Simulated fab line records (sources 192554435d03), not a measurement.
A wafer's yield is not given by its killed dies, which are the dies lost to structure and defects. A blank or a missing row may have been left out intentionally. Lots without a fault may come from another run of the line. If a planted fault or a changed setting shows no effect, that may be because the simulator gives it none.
fab line records	flow n5Finfet
[record] lots = 4	wafers = 12	lastDay = 16
route steps=1938 shown BEOL_M7@1320 BEOL_M8@1332
lots that met no fault: taken from a fault-free run of the same line
startH: start of the lot's first displayed wafer, in hours after the record's first day	waitH: how many hours have passed since the lot's step before this one	" repeats the value in the row above	L1.1+2: several wafers, shown together as one row	- no value, or no start was given	* or withheld: withheld	< > ~ a bound
route shown NAME@n: names a module that has steps shown in the file, with the first one's number in the route	usual: mean and standard deviation over wafers with no fault	same: alike in all rows	chamber/n: place in a boat	sites: each site's reading	_std_site: their standard deviation	_edge_site: outer sites' mean less inner sites'	radiusMm: for every site, how far away it sits from the centre of the wafer	mask NAME#n: copy n	behind: the last tool/chamber to shape the wafer	hold: cause of the lot's hold/its duration in hours/its outcome	device: whichever transistor did not switch (one of n, p or np)	end of line: the tests these same wafers got at the end of their route	for a step that has no rows: nothing shown but its recipe	killed: the dies lost at the first sort to structure and to defects; this is not the yield of the wafer	map: per-die view of a wafer (x killed, . not killed, _ where there is no die)
set.NAME: the run value of the setting; set.NAME@STEP: its run value at that earlier step	model.NAME: the simulator's own value behind a step, which no gauge read
lots at selected steps of the route; one table per step, one row per wafer
services: the hour from which a tool's chamber was out of use, counted from the record's first day as startH (under 0 if before that day), plus the number of hours and why
[[steps]]
[step N5_BEOL_M7_ALD_77]
[recipe] material = TaN	targetThkA = 20	tempC = 275	aldPrecursorFamily = PDMAT	aldCoReactant = NH3	pressureTorr = 3	carrierFlowSccm = 1500	pulseTimeS = 2	purgeTimeS = 3	coReactantPurgeTimeS = 2	coReactantPulseTimeS = 3	aldCycles = 40	precursorVesselTempC = 75	precursorVesselPressureTorr = 26.25	precursorVesselCarrierSccm = 1000
[step N5_BEOL_M7_SURFACE_TREAT_79]
[recipe] gas = Ar	timeS = *	ionEnergyEv = *	ionCurrentMaCm2 = 0.5	pressureMtorr = *	arFlowSccm = 30
[step N5_BEOL_M7_CVD_78]
[recipe] material = Co	targetThkA = 20	tempC = withheld	precursor = CCTBA/H2	pressureTorr = 30	timeS = 142.3
[step N5_BEOL_M7_SPUTTER_48]
[recipe] material = Cu	targetThkA = 100	tempC = -20	biasV = 60	powerW = 26000	chamberPressurePa = 0.13	timeS = 1.667
[step N5_BEOL_M7_ECD_50]
[recipe] material = Cu	targetThkA = 3000
[step N5_BEOL_M7_ANNEAL_51]
[recipe] tempC = 225	timeS = 90	ambient = N2
[step N5_BEOL_M7_CMP_52]
[recipe] stopOn = SiCOH_lowk	tOverpolishS = 6.9	downForcePsi = 1	platenRpm = 50	clearingPlatenDownForcePsi = 1.5	clearingPlatenRpm = 50	postCmpClean = cuAlkaline	targetThkNm = 80	clearingPlatenPadVelocityMS = 0.99484	padVelocityMS = 0.99484
[step N5_BEOL_M7_PRE_CLEAN_55]
[recipe] gas = NH3	timeS = 15	tempC = withheld	rfPowerW = 300
[step N5_BEOL_M7_DEP_56]
[recipe] material = SiCN	targetThkA = 100	tempC = withheld	precursor = 3MS/NH3	pressureTorr = 3	rfW = 202	timeS = 17.5
[step N5_BEOL_M8_ILD_DEP_00]
[recipe] material = SiCOH_lowk	targetThkA = 1797.5	tempC = 300	precursor = DEMS/porogen	pressureTorr = 5	rfW = 500	timeS = 33.4
[usual] heaterPowerOuterW = 141/24	heaterPowerW = 300/45	showerheadPlenumPTorr = 5.745/0.015	susceptorTempC = 300.00/0.18	throttleValvePct = 14.1/0.57
lot.wafer	tool	chamber	startH	waitH	heaterPowerOuterW	heaterPowerW	showerheadPlenumPTorr	susceptorTempC	throttleValvePct	model.SiCOH_lowk_of_BEOL_M8_ILD_DEP_00.thkNm
L491.4	pecvd-04	1	195.42	0.1	183	356	5.732	300.30	14.1	176.8
L491.5	"	1	"	"	177	348	5.740	300.13	14.2	178
L491.6	"	2	"	"	171	382	5.720	300.12	13.8	177.4
L503.1	pecvd-04	0	270.16	0.0	147	293	5.719	300.21	14.5	179.4
L503.3	"	1	"	"	181	353	5.743	300.26	14.1	179.2
L503.6	"	2	"	"	116	287	5.713	287.89	14.2	194.2
L504.3	pecvd-04	2	281.78	0.0	149	331	5.715	287.79	13.9	191.2
L504.5	"	2	"	"	92	255	5.737	287.55	14.1	194.2
L504.6	"	0	"	"	94	231	5.752	300.04	14.4	182.4
L508.1	pecvd-03	0	309.93	0.0	130	277	5.751	299.99	15.5	179.2
L508.2	"	2	"	"	125	235	5.764	299.89	14.1	179.8
L508.3	"	0	"	"	134	285	5.753	299.92	15.5	182.4
[step N5_BEOL_M8_CURE_74]
[recipe] tempC = 385	timeS = 240	ambient = He/Ar	material = SiCOH_lowk
[step N5_BEOL_M8_THK_MEAS_01]
[recipe] reads = SiCOH_lowk_of_BEOL_M8_ILD_DEP_00
[usual] M8_ILD_THK = 155.1/1.9
lot.wafer	tool	chamber	startH	waitH	M8_ILD_THK[nm]
L491.4	filmMetro-01	-	196.48	0.4	152.5
L491.5	"	-	"	"	153.5
L491.6	"	-	"	"	153.0
L503.1	filmMetro-01	-	270.75	0.4	154.8
L503.3	"	-	"	"	154.4
L503.6	"	-	"	"	167.7
L504.3	filmMetro-01	-	282.37	0.3	165.2
L504.5	"	-	"	"	167.7
L504.6	"	-	"	"	157.1
L508.1	filmMetro-01	-	310.52	0.4	154.6
L508.2	"	-	"	"	155.1
L508.3	"	-	"	"	157.3
[step N5_BEOL_M8_PECVD_70]
[recipe] material = SiO2	targetThkA = 200	tempC = 400	precursor = TEOS/O2	pressureTorr = 5.5	rfW = 450	teosFlowSccm = 53.8	gas = O2	flowSccm = 3000	timeS = 22.7
[step N5_BEOL_M8_HM_DEP_02]
[recipe] material = TiN	targetThkA = 200	tempC = 25	chamberPressurePa = 0.49996
[step N5_BEOL_M8_COAT_59]
[recipe] resist = SOC	tempC = 250	timeS = 60	spinRpm = 1500	resistThkNm = 100
[step N5_BEOL_M8_COAT_60]
[recipe] resist = SiARC	tempC = 220	timeS = 60	spinRpm = 1500	resistThkNm = 35
[step N5_BEOL_M8_COAT_05]
[recipe] resist = CAR-ArF	spinRpm = 1500	resistThkNm = 90
[step N5_BEOL_M8_EBR_07]
[recipe] solvent = PGMEA	ebrWidthMm = 1.5
[step N5_BEOL_M8_SOFTBAKE_06]
[recipe] tempC = 110	timeS = 60	resist = CAR-ArF
[step N5_BEOL_M8_EXPOSE_08]
[recipe] maskId = M8	na = 1.35	sourceShape = dipole	sigmaInner = 0.817	sigmaOuter = 0.97	polarization = te	doseMj = 68.25
[step N5_BEOL_M8_PEB_09]
[recipe] pebTempC = withheld	pebTimeS = 60	resist = CAR-ArF
[step N5_BEOL_M8_DEVELOP_10]
[recipe] developTimeS = 30	developer = TMAH	resist = CAR-ArF	rinseLiquid = diw	dry = airSpin	devTempC = 23
[step N5_BEOL_M8_DESCUM_16]
[recipe] chemistry = O2	timeS = 7.9	sourcePowerW = 50	biasPowerW = 20	pressureMtorr = 20	rfFrequencyHz = 2.712e+07	tempC = 40	resist = CAR-ArF	o2FlowSccm = 225
[step N5_BEOL_M8_ETCH_61]
[recipe] chemistry = CF4	target = SiARC	targetDepthA = 455	maskMaterial = CAR-ArF	timeS = 75.8	ionEnergyEv = 80	pressureMtorr = 40	sourceW = 545	biasW = 36	Ar_flow_sccm = 100	cf4FlowSccm = 100	ends = cleared
[step N5_BEOL_M8_ETCH_62]
[recipe] chemistry = N2/H2	target = SOC	targetDepthA = 1100	overetchA = 220	maskMaterial = SiARC	tempC = 40	timeS = 165	ionEnergyEv = 200	pressureMtorr = 30	sourceW = 840	biasW = 150	n2FlowSccm = 200	h2FlowSccm = 200
[step N5_BEOL_M8_STRIP_68]
[recipe] chemistry = N2/H2	tempC = 40	n2FlowSccm = 200	h2FlowSccm = 200	rfFrequencyHz = 6e+07
[step N5_BEOL_M8_STRIP_67]
[recipe] chemistry = CF4	resist = SiARC	powerW = 300	biasPowerW = 75	pressureMtorr = 50	cf4FlowSccm = 150	rfFrequencyHz = 6e+07
[step N5_BEOL_M8_HM_OPEN_17]
[recipe] chemistry = Cl2/BCl3	targetDepthA = 200	overetchA = 60	target = TiN	maskMaterial = SOC	ionEnergyEv = 150	pressureMtorr = 10	icpW = 1000	biasW = 126	Cl2_flow_sccm = 53.25	bcl3FlowSccm = 21.75	Ar_flow_sccm = 25
[step N5_BEOL_M8_STRIP_19]
[recipe] chemistry = O2	powerW = 400	tempC = 40	pressureMtorr = 30	rfFrequencyHz = 6e+07	biasPowerW = 0	overashFraction = 0.2	o2FlowSccm = 225
[step N5_BEOL_M8_COAT_63]
[recipe] resist = SOC	tempC = 250	timeS = 60	spinRpm = 1500	resistThkNm = 60
[step N5_BEOL_M8_COAT_64]
[recipe] resist = SiARC	tempC = 220	timeS = 60	spinRpm = 1500	resistThkNm = 12
[step N5_BEOL_M8_COAT_71]
[recipe] resist = underlayer	tempC = 205	timeS = 60	spinRpm = 1500	resistThkNm = 5
[step N5_BEOL_M8_COAT_22]
[recipe] resist = CAR-EUV	spinRpm = 1500	resistThkNm = 30
[step N5_BEOL_M8_EBR_24]
[recipe] solvent = PGMEA	ebrWidthMm = 1.5
[step N5_BEOL_M8_SOFTBAKE_23]
[recipe] tempC = 110	timeS = 60	resist = CAR-EUV
[step N5_BEOL_M8_CMP_52]
[recipe] stopOn = SiCOH_lowk	tOverpolishS = 6.9	downForcePsi = 1	platenRpm = 50	clearingPlatenDownForcePsi = 1.5	clearingPlatenRpm = 50	postCmpClean = cuAlkaline	targetThkNm = 80	clearingPlatenPadVelocityMS = 0.99484	padVelocityMS = 0.99484
[usual] motorCurrentA = 6.4/0.39	platenRpm = 50.00/0.034
lot.wafer	tool	chamber	startH	waitH	motorCurrentA	platenRpm	model.SiCOH_lowk_of_BEOL_M8_ILD_DEP_00.thkNm
L491.4	cmp-04	3	205.66	0.2	5.7	50.01	149.4
L491.5	"	0	"	"	6.3	50.01	150.6
L491.6	"	1	"	"	6.0	50.00	150
L503.1	cmp-01	0	277.11	0.5	7.0	50.03	151.8
L503.3	"	1	"	"	6.4	49.97	151.4
L503.6	"	1	"	"	6.0	49.98	164.6
L504.3	cmp-02	0	288.44	0.2	7.1	49.96	162
L504.6	"	0	"	"	6.7	49.97	154.2
L504.5	"	1	"	"	6.3	50.02	164.6
L508.1	cmp-02	2	320.74	0.3	7.1	50.05	151.6
L508.3	"	3	"	"	6.2	50.05	154.4
L508.2	"	0	"	"	6.9	50.04	152
[[services]]
tool	chamber	startH	hours	kind
cmp-02	-	183.50	0.6	repair
pecvd-04	0	190.36	5.5	scheduledDown
cmp-01	-	191.11	0.3	repair
cmp-04	-	229.25	4.0	pm
cmp-04	-	233.25	-	consumableReplace:conditioner
cmp-04	-	233.25	-	consumableReplace:pad
pecvd-04	2	234.50	16.5	scheduledDown
cmp-01	-	240.50	0.6	repair
pecvd-03	-	254.41	2.8	pm
cmp-04	-	265.45	1.7	repair
cmp-01	-	279.26	2.2	repair
pecvd-03	1	304.93	5.0	scheduledDown
[[key]]
[firstSign] step = N5_BEOL_M8_ILD_DEP_00	reading = susceptorTempC	direction = down	sigmas = 68	usual = *	struck = *
[effect] step = N5_BEOL_M8_THK_MEAS_01	reading = M8_ILD_THK	direction = up	sigmas = 6.1	usual = 155.1	struck = 166.8
[modelEffect] step = N5_BEOL_M8_ILD_DEP_00	value = SiCOH_lowk_of_BEOL_M8_ILD_DEP_00.thkNm	without = 179.9	struck = 193.2
[modelEffect] step = N5_BEOL_M8_CMP_52	value = SiCOH_lowk_of_BEOL_M8_ILD_DEP_00.thkNm	without = 152.2	struck = 163.7
metAt N5_BEOL_M8_ILD_DEP_00
struckWafers L503.6,L504.3,L504.5
onsetBetween 195.42 270.16
[fault] kind = processParameterDrift	tool = pecvd-04	chamber = 2	onsetH = 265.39	steps = N5_BEOL_M8_ILD_DEP_00	channel = tempC	offset = *	shape = step	endH = 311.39	actsIn = *	stated = *
